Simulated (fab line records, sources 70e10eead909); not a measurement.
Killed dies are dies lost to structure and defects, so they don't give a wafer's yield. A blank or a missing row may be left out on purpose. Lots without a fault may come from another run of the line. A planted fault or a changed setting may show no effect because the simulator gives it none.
fab line records | flow nand_harc | part 1 of 2: steps 1 to 23 of 29
record lots=5 wafers=15 last_day=24
route steps=1159 shown A_STAIRCASE@560
lots that met no fault: from a run of the same line without faults
start_h: hours from the record's first day to the start of the lot's first wafer shown | wait_h: hours since the lot's step before | " the same as in the row above | L1.1+2: a row that stands for several wafers | - no value, or no start given | * or withheld: withheld | < > ~ a bound
route shown NAME@n: a module of which the file shows steps, and the number in the route of the first | usual: mean/standard deviation of fault-free wafers | same: alike in all rows | chamber/n: place in a boat | sites: the reading at each site | _std_site: their standard deviation | _edge_site: outer sites' mean less inner sites' | radius_mm: how far each site lies from the wafer's centre | mask NAME#n: copy n | behind: the tool/chamber that last shaped the wafer | hold: why the lot was held/for how many hours/how that ended | device: the transistor (n, p or np) that didn't switch | end of line: the same wafers' tests at the end of the route | a step without rows: its recipe alone | killed: dies lost to structure and defects at the first sort, not the wafer's yield | map: a wafer's dies, x killed, . not, _ none there
set.NAME: the setting as run; set.NAME@STEP: as run at that earlier step | model.NAME: the simulator's own value behind a step, which no gauge read
lots at some steps of the route; a table a step, a row a wafer
services: from which hour (start_h, from the record's first day; less than 0 if before it) a tool's chamber was out of use, for how many hours, and why
## steps
# step NHARC_A_STAIRCASE_ETCH_23
# recipe target_depth_a=1000 time_s=40.5 ion_energy_ev=400 c4f8_flow_sccm=20 o2_flow_sccm=10 ar_flow_sccm=withheld rf_w=600 bias_w=1000 chemistry=C4F8/O2
# usual oes_product_au=0.937/0.012 rf_fwd_power_W=591.4/2.8 rf_vpp_V=895/4.1
# columns lot.wafer tool chamber start_h wait_h oes_product_au rf_fwd_power_W rf_hours_counter_h rf_vpp_V
L075.1 rie_diel-08 1 - - 0.946 584.4 42 893
L075.5 " 3 " " 0.921 593.1 - 899
L075.6 " 1 " " 0.939 588.2 - 895
L079.2 rie_diel-01 1 - - 0.945 592.5 45 899
L079.3 " 3 " " 0.936 590.9 36 890
L079.5 " 1 " " 0.957 591.3 - 899
L088.3 rie_diel-02 3 - - 0.960 594.4 56 896
L088.2 " 0 " " 0.978 592.7 58 896
L088.6 " 3 " " 0.967 592.9 - 896
L085.3 rie_diel-02 2 - - 0.963 589.4 61 890
L085.2 " 0 " " 0.951 592.5 62 895
L085.5 " 2 " " 0.957 593.5 - 890
L095.1 rie_diel-08 0 - - 0.940 592.9 20 888
L095.2 " 2 " " 0.939 591.6 27 900
L095.6 " 0 " " 0.940 595.5 - 889
# step NHARC_A_STAIRCASE_TRIM_24
# recipe time_s=211.2 o2_flow_sccm=500 ar_flow_sccm=0 bias_w=0 chemistry=O2
# usual drypump_motor_current_A=5.8/0.45 oes_product_au=0.995/0.011 rf_vpp_V=57.7/0.89 showerhead_plenum_p_Torr=3.50/0.11 throttle_valve_pct=17.036/0.0093
# columns lot.wafer tool chamber start_h wait_h drypump_motor_current_A oes_product_au rf_hours_counter_h rf_vpp_V showerhead_plenum_p_Torr throttle_valve_pct
L075.1 rie_diel-08 1 - - 5.0 0.991 42 56.3 3.45 17.027
L075.6 " 1 " " 5.0 1.002 - 57.3 3.45 17.032
L075.5 " 3 " " 5.3 0.982 - 59.0 3.63 17.026
L079.2 rie_diel-01 0 - - 6.6 0.980 46 58.7 3.45 17.035
L079.3 " 3 " " 5.5 0.987 36 56.3 3.34 17.030
L079.5 " 0 " " 6.6 0.981 - 58.1 3.45 17.040
L088.2 rie_diel-02 3 - - 6.2 1.013 56 56.3 3.53 17.041
L088.3 " 0 " " 5.1 1.004 58 59.1 3.54 17.035
L088.6 " 1 " " 6.0 0.996 - 58.2 3.64 17.028
L085.2 rie_diel-02 1 - - 6.0 0.987 61 58.2 3.64 17.024
L085.3 " 0 " " 5.1 1.011 62 58.5 3.54 17.032
L085.5 " 1 " " 6.0 0.986 - 57.6 3.64 17.033
L095.1 rie_diel-08 1 - - 5.0 1.003 25 58.5 3.42 17.053
L095.2 " 2 " " 5.9 0.997 27 59.1 3.61 17.052
L095.6 " 2 " " 5.9 0.994 - 58.9 3.61 17.030
# step NHARC_A_STAIRCASE_ETCH_25
# recipe target_depth_a=1000 time_s=40.5 ion_energy_ev=400 c4f8_flow_sccm=20 o2_flow_sccm=10 ar_flow_sccm=withheld rf_w=600 bias_w=1000 chemistry=C4F8/O2
# usual oes_product_au=0.937/0.012 rf_fwd_power_W=591.4/2.7 rf_vpp_V=895/4
# columns lot.wafer tool chamber start_h wait_h oes_product_au rf_fwd_power_W rf_hours_counter_h rf_vpp_V
L075.1 rie_diel-08 3 - - 0.913 595.1 46 899
L075.6 " 3 " " 0.904 593.8 - 901
L075.5 " 1 " " 0.919 589.4 - 894
L079.3 rie_diel-01 2 - - 0.940 590.1 44 896
L079.2 " 3 " " 0.935 592.7 36 889
L079.5 " 2 " " 0.944 592.5 - 896
L088.3 rie_diel-02 0 - - 0.959 591.9 58 897
L088.2 " 1 " " 0.935 590.7 58 900
L088.6 " 3 " " 0.950 592.0 - 896
L085.3 rie_diel-02 1 - - 0.929 594.2 61 901
L085.2 " 2 " " 0.955 592.0 61 889
L085.5 " 2 " " 0.937 588.1 - 891
L095.1 rie_diel-08 0 - - 0.938 594.9 20 887
L095.2 " 1 " " 0.927 591.2 25 893
L095.6 " 2 " " 0.927 589.6 - 899
# step NHARC_A_STAIRCASE_TRIM_26
# recipe time_s=211.2 o2_flow_sccm=500 ar_flow_sccm=0 bias_w=0 chemistry=O2
# usual drypump_motor_current_A=5.8/0.45 oes_product_au=0.995/0.011 rf_vpp_V=57.7/0.79 showerhead_plenum_p_Torr=3.50/0.11 throttle_valve_pct=17.036/0.0092
# columns lot.wafer tool chamber start_h wait_h drypump_motor_current_A oes_product_au rf_hours_counter_h rf_vpp_V showerhead_plenum_p_Torr throttle_valve_pct
L075.1 rie_diel-08 2 - - 5.9 1.002 41 57.7 3.64 17.054
L075.5 " 2 " " 5.9 1.001 - 57.6 3.64 17.038
L075.6 " 3 " " 5.3 0.984 - 56.0 3.63 17.044
L079.2 rie_diel-01 3 - - 5.5 0.987 37 57.7 3.34 17.025
L079.3 " 0 " " 6.6 0.976 46 57.2 3.45 17.030
L079.5 " 2 " " 5.9 0.988 - 57.8 3.48 17.038
L088.2 rie_diel-02 1 - - 6.0 0.998 58 57.6 3.64 17.041
L088.3 " 2 " " 5.9 0.995 58 57.8 3.38 17.038
L088.6 " 2 " " 5.9 0.998 - 58.1 3.38 17.036
L085.3 rie_diel-02 2 - - 5.9 0.990 62 57.0 3.38 17.041
L085.2 " 0 " " 5.1 1.001 62 57.4 3.54 17.053
L085.5 " 2 " " 5.9 0.987 - 57.3 3.38 17.028
L095.1 rie_diel-08 1 - - 5.1 0.998 25 57.8 3.42 17.048
L095.2 " 3 " " 5.3 0.993 29 58.2 3.60 17.039
L095.6 " 1 " " 5.0 0.980 - 56.5 3.42 17.032
# step NHARC_A_STAIRCASE_ETCH_27
# recipe target_depth_a=1000 time_s=40.5 ion_energy_ev=400 c4f8_flow_sccm=20 o2_flow_sccm=10 ar_flow_sccm=withheld rf_w=600 bias_w=1000 chemistry=C4F8/O2
# usual oes_product_au=0.935/0.011 rf_fwd_power_W=591.7/2.7 rf_vpp_V=895/4.2
# columns lot.wafer tool chamber start_h wait_h oes_product_au rf_fwd_power_W rf_hours_counter_h rf_vpp_V
L075.1 rie_diel-08 3 - - 0.915 593.5 47 899
L075.6 " 2 " " 0.943 594.3 - 899
L075.5 " 3 " " 0.933 595.4 - 899
L079.2 rie_diel-01 0 - - 0.920 590.8 46 892
L079.3 " 3 " " 0.944 590.8 37 890
L079.5 " 0 " " 0.931 587.4 - 892
L088.2 rie_diel-02 0 - - 0.940 594.5 59 896
L088.3 " 1 " " 0.921 590.2 58 901
L088.6 " 3 " " 0.950 589.4 - 897
L085.3 rie_diel-02 0 - - 0.940 595.9 62 895
L085.2 " 1 " " 0.935 592.8 62 902
L085.5 " 1 " " 0.923 593.3 - 901
L095.2 rie_diel-08 0 - - 0.939 593.0 21 888
L095.1 " 1 " " 0.931 588.8 25 892
L095.6 " 3 " " 0.943 594.9 - 897
# step NHARC_A_STAIRCASE_STRIP_175
# recipe power_w=1500 temp_c=250 chemistry=O2
# usual drypump_motor_current_A=5.8/0.4 heater_power_w=301/6.7 temp_c=249.99/0.18
# columns lot.wafer tool chamber start_h wait_h drypump_motor_current_A heater_power_w rf_hours_counter_h temp_c
L075.1 plasma_asher-01 0 250.31 0.1 5.9 294 44 250.23
L075.6 " 1 " " 5.5 297 - 250.11
L075.5 " 0 " " 5.9 303 - 250.45
L079.2 plasma_asher-01 1 267.51 0.1 5.5 311 51 249.69
L079.3 " 1 " " 5.5 312 - 249.87
L079.5 " 1 " " 5.5 310 - 249.78
L088.2 plasma_asher-01 1 317.36 0.3 5.5 309 7 249.89
L088.3 " 0 " " 5.9 300 - 250.03
L088.6 " 1 " " 5.5 314 - 250.09
L085.2 plasma_asher-01 0 324.81 0.1 5.9 300 10 250.12
L085.3 " 1 " " 5.5 313 - 249.68
L085.5 " 0 " " 5.9 302 - 250.21
L095.1 plasma_asher-02 0 358.72 0.1 6.3 305 56 249.95
L095.2 " 1 " " 5.3 296 56 250.08
L095.6 " 1 " " 5.3 295 - 250.13
# step NHARC_A_STAIRCASE_STRIP_148
# recipe time_s=900 temp_c=130 chemistry=SPM
# usual temp_c=130.02/0.14
# columns lot.wafer tool chamber start_h wait_h temp_c
L075.6 wet_bench-07 5 250.63 0.1 130.14
L075.5 " 7 " " 130.05
L075.1 " 0 " " 130.07
L079.2 wet_bench-05 2 267.82 0.3 130.14
L079.5 " 4 " " 129.79
L079.3 " 5 " " 129.91
L088.6 wet_bench-03 0 317.66 0.1 130.08
L088.2 " 2 " " 130.18
L088.3 " 5 " " 130.03
L085.5 wet_bench-07 7 325.13 0.1 130.28
L085.2 " 0 " " 130.03
L085.3 " 1 " " 129.75
L095.1 wet_bench-03 4 359.09 0.3 129.88
L095.6 " 5 " " 130.02
L095.2 " 6 " " 130.07
# step NHARC_A_STAIRCASE_PRECLEAN_149
# recipe time_s=* temp_c=50 bath_age_min=0 chemistry=SC1
# usual temp_c=49.99/0.11
# columns lot.wafer tool chamber start_h wait_h temp_c
L075.6 wet_bench-07 5 - - 50.07
L075.5 " 7 " " 49.70
L075.1 " 0 " " 50.21
L079.2 wet_bench-05 2 - - 49.99
L079.5 " 4 " " 49.92
L079.3 " 5 " " 49.89
L088.6 wet_bench-03 0 - - 49.84
L088.2 " 2 " " 50.06
L088.3 " 5 " " 50.06
L085.5 wet_bench-07 7 - - 49.90
L085.2 " 0 " " 49.76
L085.3 " 1 " " 49.94
L095.1 wet_bench-03 4 - - 49.97
L095.6 " 5 " " 50.23
L095.2 " 6 " " 50.05
# step NHARC_A_STAIRCASE_SRD_150
# columns lot.wafer tool chamber start_h wait_h
L075.6+5+1 wet_bench-07 5,7,0 - -
L079.2+5+3 wet_bench-05 2,4,5 - -
L088.6+2+3 wet_bench-03 0,2,5 - -
L085.5+2+3 wet_bench-07 7,0,1 - -
L095.1+6+2 wet_bench-03 4,5,6 - -
# step NHARC_A_STAIRCASE_DEHYDRATE_176
# recipe temp_c=150 time_s=120
# columns lot.wafer tool chamber start_h wait_h
L075.1+5+6 litho_track-02 0 251.08 -
L079.2+3+5 litho_track-02 0 268.26 -
L088.2+3+6 litho_track-07 0 318.11 -
L085.2+3+5 litho_track-03 0 325.57 -
L095.1+2+6 litho_track-02 0 359.52 -
# step NHARC_A_STAIRCASE_HMDS_177
# recipe time_s=30
# columns lot.wafer tool chamber start_h wait_h
L075.1+5+6 litho_track-02 0 - -
L079.2+3+5 litho_track-02 0 - -
L088.2+3+6 litho_track-07 0 - -
L085.2+3+5 litho_track-03 0 - -
L095.1+2+6 litho_track-02 0 - -
# step NHARC_A_STAIRCASE_COAT_178
# recipe spin_rpm=1200
# columns lot.wafer tool chamber start_h wait_h
L075.1+5+6 litho_track-02 0 - -
L079.2+3+5 litho_track-02 0 - -
L088.2+3+6 litho_track-07 0 - -
L085.2+3+5 litho_track-03 0 - -
L095.1+2+6 litho_track-02 0 - -
# step NHARC_A_STAIRCASE_SOFTBAKE_179
# recipe temp_c=135 time_s=170
# columns lot.wafer tool chamber start_h wait_h
L075.1+5+6 litho_track-02 0 - -
L079.2+3+5 litho_track-02 0 - -
L088.2+3+6 litho_track-07 0 - -
L085.2+3+5 litho_track-03 0 - -
L095.1+2+6 litho_track-02 0 - -
# step NHARC_A_STAIRCASE_EBR_180
# columns lot.wafer tool chamber start_h wait_h
L075.1+5+6 litho_track-02 0 - -
L079.2+3+5 litho_track-02 0 - -
L088.2+3+6 litho_track-07 0 - -
L085.2+3+5 litho_track-03 0 - -
L095.1+2+6 litho_track-02 0 - -
# step NHARC_A_STAIRCASE_EXPOSE_181
# recipe na=0.5 dose_mj=27.87 mask_id=STAIR_2
# columns lot.wafer tool chamber start_h wait_h mask
L075.1+5+6 krf_scanner-01 0 251.41 - STAIR_2#0
L079.2+3+5 krf_scanner-02 0 268.60 - STAIR_2#0
L088.2+3+6 krf_scanner-03 0 318.46 - STAIR_2#0
L085.2+3+5 krf_scanner-01 0 325.90 - STAIR_2#0
L095.1+2+6 krf_scanner-01 0 359.86 - STAIR_2#0
# step NHARC_A_STAIRCASE_PEB_182
# recipe peb_temp_c=115 peb_time_s=130
# same peb_time_s=130
# columns lot.wafer tool chamber start_h wait_h
L075.1+5+6 litho_track-03 0 251.48 0.1
L079.2+3+5 litho_track-07 0 268.66 0.1
L088.2+3+6 litho_track-02 0 318.52 0.1
L085.2+3+5 litho_track-07 0 325.97 0.1
L095.1+2+6 litho_track-07 0 359.92 0.1
# step NHARC_A_STAIRCASE_DEVELOP_183
# recipe time_s=140
# columns lot.wafer tool chamber start_h wait_h
L075.1+5+6 litho_track-03 0 - -
L079.2+3+5 litho_track-07 0 - -
L088.2+3+6 litho_track-02 0 - -
L085.2+3+5 litho_track-07 0 - -
L095.1+2+6 litho_track-07 0 - -
# step NHARC_A_STAIRCASE_HARDBAKE_185
# recipe temp_c=120 time_s=140
# columns lot.wafer tool chamber start_h wait_h
L075.1+5+6 litho_track-03 0 251.69 -
L079.2+3+5 litho_track-07 0 268.89 -
L088.2+3+6 litho_track-03 0 318.74 -
L085.2+3+5 litho_track-07 0 326.20 -
L095.1+2+6 litho_track-03 0 360.14 -
# step NHARC_A_STAIRCASE_DESCUM_186
# recipe time_s=3 o2_flow_sccm=200 ar_flow_sccm=0 bias_power_w=0 chemistry=O2
# usual drypump_motor_current_A=5.8/0.44 oes_product_au=0.997/0.011 rf_vpp_V=57.8/0.86 showerhead_plenum_p_Torr=1.90/0.063 throttle_valve_pct=11.311/0.01
# columns lot.wafer tool chamber start_h wait_h drypump_motor_current_A oes_product_au rf_hours_counter_h rf_vpp_V showerhead_plenum_p_Torr throttle_valve_pct
L075.1 rie_diel-02 3 251.79 - 6.2 1.004 35 57.4 1.92 11.321
L075.6 " 3 " " 6.2 1.005 - 58.3 1.92 11.317
L075.5 " 0 " " 5.1 1.009 - 58.1 1.93 11.304
L079.2 rie_diel-01 2 268.97 - 5.9 0.991 44 58.5 1.89 11.309
L079.3 " 1 " " 5.7 0.996 45 58.8 1.97 11.310
L079.5 " 2 " " 5.9 0.986 - 57.1 1.89 11.314
L088.3 rie_diel-02 1 318.83 - 6.0 1.002 58 58.2 1.98 11.310
L088.2 " 2 " " 5.9 1.004 58 57.2 1.83 11.296
L088.6 " 1 " " 6.0 1.005 - 58.2 1.98 11.302
L085.2 rie_diel-02 2 326.30 - 5.9 0.997 62 58.9 1.83 11.307
L085.3 " 3 " " 6.2 1.015 61 58.1 1.91 11.302
L085.5 " 1 " " 6.0 0.987 - 58.9 1.98 11.328
L095.2 rie_diel-01 0 360.23 - 6.6 1.009 18 57.6 1.86 11.301
L095.1 " 2 " " 5.9 0.998 17 56.6 1.88 11.298
L095.6 " 0 " " 6.6 0.997 - 58.1 1.86 11.298
# step NHARC_A_STAIRCASE_TRIM_187
# recipe time_s=211.2 o2_flow_sccm=500 ar_flow_sccm=0 bias_w=0 chemistry=O2
# usual drypump_motor_current_A=5.8/0.45 oes_product_au=0.995/0.011 rf_vpp_V=57.5/0.95 showerhead_plenum_p_Torr=3.50/0.11 throttle_valve_pct=17.037/0.0091
# columns lot.wafer tool chamber start_h wait_h drypump_motor_current_A oes_product_au rf_hours_counter_h rf_vpp_V showerhead_plenum_p_Torr throttle_valve_pct
L075.1 rie_diel-02 3 251.90 0.1 6.2 1.014 35 57.4 3.54 17.045
L075.6 " 1 " " 6.0 0.999 - 59.7 3.65 17.038
L075.5 " 2 " " 5.9 0.997 - 57.0 3.39 17.030
L079.3 rie_diel-01 1 269.06 0.1 5.7 1.011 45 58.5 3.63 17.049
L079.2 " 0 " " 6.6 0.973 46 57.5 3.45 17.045
L079.5 " 2 " " 5.9 0.995 - 57.8 3.48 17.035
L088.3 rie_diel-02 2 319.07 0.2 5.9 0.998 59 57.7 3.38 17.055
L088.2 " 3 " " 6.2 1.005 57 56.3 3.53 17.062
L088.6 " 3 " " 6.2 1.006 - 57.9 3.53 17.036
L085.2 rie_diel-02 0 326.41 0.1 5.1 1.009 63 57.1 3.53 17.031
L085.3 " 1 " " 6.0 0.979 62 58.1 3.64 17.060
L085.5 " 2 " " 5.9 1.002 - 56.9 3.38 17.029
L095.1 rie_diel-01 1 360.32 0.1 5.7 1.015 17 57.0 3.61 17.018
L095.2 " 2 " " 5.9 0.986 17 55.8 3.46 17.049
L095.6 " 1 " " 5.7 1.006 - 57.2 3.61 17.053
# step NHARC_A_STAIRCASE_ETCH_188
# recipe target_depth_a=1000 time_s=40.5 ion_energy_ev=400 c4f8_flow_sccm=20 o2_flow_sccm=10 ar_flow_sccm=withheld rf_w=600 bias_w=1000 chemistry=C4F8/O2
# usual oes_product_au=0.931/0.014 rf_fwd_power_W=591.3/2.7 rf_vpp_V=895/4.1
# columns lot.wafer tool chamber start_h wait_h oes_product_au rf_fwd_power_W rf_hours_counter_h rf_vpp_V
L075.1 rie_diel-02 2 - - 0.948 594.0 35 891
L075.5 " 0 " " 0.938 595.3 - 896
L075.6 " 1 " " 0.927 589.4 - 899
L079.3 rie_diel-01 3 - - 0.917 587.8 37 889
L079.2 " 1 " " 0.950 590.4 45 898
L079.5 " 2 " " 0.923 593.3 - 895
L088.2 rie_diel-02 3 - - 0.941 591.7 57 897
L088.3 " 1 " " 0.911 593.2 59 899
L088.6 " 2 " " 0.923 588.2 - 890
L085.3 rie_diel-02 0 - - 0.973 595.2 63 896
L085.2 " 1 " " 0.937 591.2 62 900
L085.5 " 2 " " 0.939 589.4 - 891
L095.2 rie_diel-01 0 - - 0.940 589.2 19 894
L095.1 " 2 " " 0.921 592.2 17 893
L095.6 " 0 " " 0.935 587.3 - 892
# step NHARC_A_STAIRCASE_TRIM_189
# recipe time_s=211.2 o2_flow_sccm=500 ar_flow_sccm=0 bias_w=0 chemistry=O2
# usual drypump_motor_current_A=5.8/0.44 oes_product_au=0.995/0.011 rf_vpp_V=57.6/0.88 showerhead_plenum_p_Torr=3.50/0.11 throttle_valve_pct=17.036/0.01
# columns lot.wafer tool chamber start_h wait_h drypump_motor_current_A oes_product_au rf_hours_counter_h rf_vpp_V showerhead_plenum_p_Torr throttle_valve_pct
L075.1 rie_diel-02 3 - - 6.2 1.005 36 56.5 3.54 17.032
L075.5 " 2 " " 5.9 1.000 - 58.9 3.39 17.051
L075.6 " 3 " " 6.2 1.012 - 56.7 3.54 17.031
L079.3 rie_diel-01 2 - - 5.9 0.988 44 57.4 3.48 17.038
L079.2 " 3 " " 5.5 0.995 37 56.7 3.34 17.044
L079.5 " 1 " " 5.7 1.007 - 57.5 3.63 17.032
L088.2 rie_diel-02 1 - - 6.0 0.983 59 57.4 3.64 17.061
L088.3 " 2 " " 5.9 0.998 59 57.2 3.38 17.030
L088.6 " 0 " " 5.1 1.004 - 57.8 3.54 17.033
L085.2 rie_diel-02 2 - - 5.9 0.996 62 57.3 3.38 17.048
L085.3 " 0 " " 5.1 1.007 63 59.4 3.54 17.046
L085.5 " 1 " " 6.0 0.989 - 57.9 3.64 17.050
L095.2 rie_diel-01 3 - - 5.5 0.981 18 57.9 3.32 17.046
L095.1 " 2 " " 5.9 0.984 17 56.4 3.46 17.048
L095.6 " 3 " " 5.5 0.982 - 57.5 3.32 17.021
# step NHARC_A_STAIRCASE_ETCH_190
# recipe target_depth_a=1000 time_s=40.5 ion_energy_ev=400 c4f8_flow_sccm=20 o2_flow_sccm=10 ar_flow_sccm=withheld rf_w=600 bias_w=1000 chemistry=C4F8/O2
# usual oes_product_au=0.937/0.014 rf_fwd_power_W=591.7/2.8 rf_vpp_V=895/4.1
# columns lot.wafer tool chamber start_h wait_h oes_product_au rf_fwd_power_W rf_hours_counter_h rf_vpp_V
L075.1 rie_diel-02 3 - - 0.950 591.3 36 896
L075.6 " 1 " " 0.953 592.3 - 900
L075.5 " 2 " " 0.938 591.7 - 891
L079.2 rie_diel-01 0 - - 0.913 589.1 47 895
L079.3 " 2 " " 0.925 592.5 44 894
L079.5 " 0 " " 0.899 586.7 - 893
L088.2 rie_diel-02 3 - - 0.940 593.2 58 897
L088.3 " 0 " " 0.941 592.2 59 897
L088.6 " 1 " " 0.920 588.9 - 899
L085.3 rie_diel-02 3 - - 0.958 595.2 61 896
L085.2 " 2 " " 0.941 594.3 63 890
L085.5 " 0 " " 0.959 591.3 - 897
L095.2 rie_diel-01 0 - - 0.941 583.8 19 892
L095.1 " 2 " " 0.915 590.7 18 893
L095.6 " 0 " " 0.943 582.7 - 892
